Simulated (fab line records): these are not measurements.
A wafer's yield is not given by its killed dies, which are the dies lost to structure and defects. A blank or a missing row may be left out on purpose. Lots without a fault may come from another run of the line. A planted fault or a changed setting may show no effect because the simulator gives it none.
Matching of chambers || flow n5Finfet || N5_PMOS_HMC_CHANNEL_EPI_ETCH_32 on rieDiel-03 has 4 sister chambers
The step etches BARC in N2/H2, stops on SiO2, target depth 85.8 nm, time 50.3 s. 16 wafers are shown with their chamber, then 8 later ones without.

== WAFERS PAIRED WITH THEIR CHAMBERS ==
{"wafer": "L077.1", "chamber": 2, "drypumpMotorCurrentA (A)": 5.71, "showerheadPlenumPTorr (Torr)": 2.71, "throttleValvePct (%)": 17.4}
{"wafer": "L077.2", "chamber": 0, "drypumpMotorCurrentA (A)": 5.62, "showerheadPlenumPTorr (Torr)": 2.63, "throttleValvePct (%)": 18.4}
{"wafer": "L077.6", "chamber": 3, "drypumpMotorCurrentA (A)": 5.46, "showerheadPlenumPTorr (Torr)": 2.49, "throttleValvePct (%)": 18.1}
{"wafer": "L080.1", "chamber": 3, "drypumpMotorCurrentA (A)": 5.46, "showerheadPlenumPTorr (Torr)": 2.49, "throttleValvePct (%)": 18.1}
{"wafer": "L080.2", "chamber": 2, "drypumpMotorCurrentA (A)": 5.70, "showerheadPlenumPTorr (Torr)": 2.71, "throttleValvePct (%)": 17.4}
{"wafer": "L080.3", "chamber": 1, "drypumpMotorCurrentA (A)": 6.36, "showerheadPlenumPTorr (Torr)": 2.66, "throttleValvePct (%)": 17.5}
{"wafer": "L085.2", "chamber": 3, "drypumpMotorCurrentA (A)": 5.45, "showerheadPlenumPTorr (Torr)": 2.49, "throttleValvePct (%)": 18.1}
{"wafer": "L085.3", "chamber": 0, "drypumpMotorCurrentA (A)": 5.63, "showerheadPlenumPTorr (Torr)": 2.62, "throttleValvePct (%)": 17.9}
{"wafer": "L085.4", "chamber": 2, "drypumpMotorCurrentA (A)": 5.72, "showerheadPlenumPTorr (Torr)": 2.71, "throttleValvePct (%)": 17.4}
{"wafer": "L092.1", "chamber": 2, "drypumpMotorCurrentA (A)": 5.72, "showerheadPlenumPTorr (Torr)": 2.70, "throttleValvePct (%)": 17.4}
{"wafer": "L092.2", "chamber": 1, "drypumpMotorCurrentA (A)": 6.37, "showerheadPlenumPTorr (Torr)": 2.65, "throttleValvePct (%)": 17.5}
{"wafer": "L092.5", "chamber": 1, "drypumpMotorCurrentA (A)": 6.30, "showerheadPlenumPTorr (Torr)": 2.65, "throttleValvePct (%)": 17.6}
{"wafer": "L093.2", "chamber": 2, "drypumpMotorCurrentA (A)": 5.73, "showerheadPlenumPTorr (Torr)": 2.70, "throttleValvePct (%)": 17.5}
{"wafer": "L093.4", "chamber": 3, "drypumpMotorCurrentA (A)": 5.46, "showerheadPlenumPTorr (Torr)": 2.48, "throttleValvePct (%)": 18.1}
{"wafer": "L093.5", "chamber": 1, "drypumpMotorCurrentA (A)": 6.31, "showerheadPlenumPTorr (Torr)": 2.65, "throttleValvePct (%)": 17.6}
{"wafer": "L094.1", "chamber": 0, "drypumpMotorCurrentA (A)": 5.62, "showerheadPlenumPTorr (Torr)": 2.62, "throttleValvePct (%)": 17.9}

SIGNATURES (averages over the wafers above)
{"reading": "drypumpMotorCurrentA", "chamber 0": 5.6233, "chamber 1": 6.3350, "chamber 2": 5.7160, "chamber 3": 5.4575, "scatter within a chamber": 0.0191}
{"reading": "showerheadPlenumPTorr", "chamber 0": 2.6233, "chamber 1": 2.6525, "chamber 2": 2.7060, "chamber 3": 2.4875, "scatter within a chamber": 0.0053}
{"reading": "throttleValvePct", "chamber 0": 18.067, "chamber 1": 17.550, "chamber 2": 17.420, "chamber 3": 18.100, "scatter within a chamber": 0.124}
Rule: a wafer lies at a distance from a chamber equal to the root of the sum of squares, over the readings, of (its reading less the chamber's mean, divided by the reading's scatter). If the next closest chamber is less than 2 further off than the closest, the wafer can't be placed; otherwise it belongs to the closest. The scatter: the root of (the sum of the squares of (reading less its chamber's mean) over the shown wafers, divided by (wafers less chambers)).

== WAFERS WITHOUT THEIR CHAMBER ==
{"wafer": "L094.2", "drypumpMotorCurrentA (A)": 5.46, "showerheadPlenumPTorr (Torr)": 2.48, "throttleValvePct (%)": 18.1}
{"wafer": "L094.3", "drypumpMotorCurrentA (A)": 6.33, "showerheadPlenumPTorr (Torr)": 2.65, "throttleValvePct (%)": 17.6}
{"wafer": "L094.4", "drypumpMotorCurrentA (A)": 5.72, "showerheadPlenumPTorr (Torr)": 2.70, "throttleValvePct (%)": 17.4}
{"wafer": "L094.5", "drypumpMotorCurrentA (A)": 5.62, "showerheadPlenumPTorr (Torr)": 2.62, "throttleValvePct (%)": 17.9}
{"wafer": "L094.6", "drypumpMotorCurrentA (A)": 6.34, "showerheadPlenumPTorr (Torr)": 2.65, "throttleValvePct (%)": 17.5}
{"wafer": "L095.2", "drypumpMotorCurrentA (A)": 6.31, "showerheadPlenumPTorr (Torr)": 2.65, "throttleValvePct (%)": 17.6}
{"wafer": "L095.3", "drypumpMotorCurrentA (A)": 5.73, "showerheadPlenumPTorr (Torr)": 2.70, "throttleValvePct (%)": 17.4}
{"wafer": "L095.5", "drypumpMotorCurrentA (A)": 5.63, "showerheadPlenumPTorr (Torr)": 2.62, "throttleValvePct (%)": 17.9}

== CHAMBER TAKEN BY EACH ==
{"wafer": "L094.2", "from the rows above": 3, "in truth": 3}
{"wafer": "L094.3", "from the rows above": 1, "in truth": 1}
{"wafer": "L094.4", "from the rows above": 2, "in truth": 2}
{"wafer": "L094.5", "from the rows above": 0, "in truth": 0}
{"wafer": "L094.6", "from the rows above": 1, "in truth": 1}
{"wafer": "L095.2", "from the rows above": 1, "in truth": 1}
{"wafer": "L095.3", "from the rows above": 2, "in truth": 2}
{"wafer": "L095.5", "from the rows above": 0, "in truth": 0}
Placed correctly: 8 of 8. Not placeable from these rows: 0. Number placed wrongly: 0.
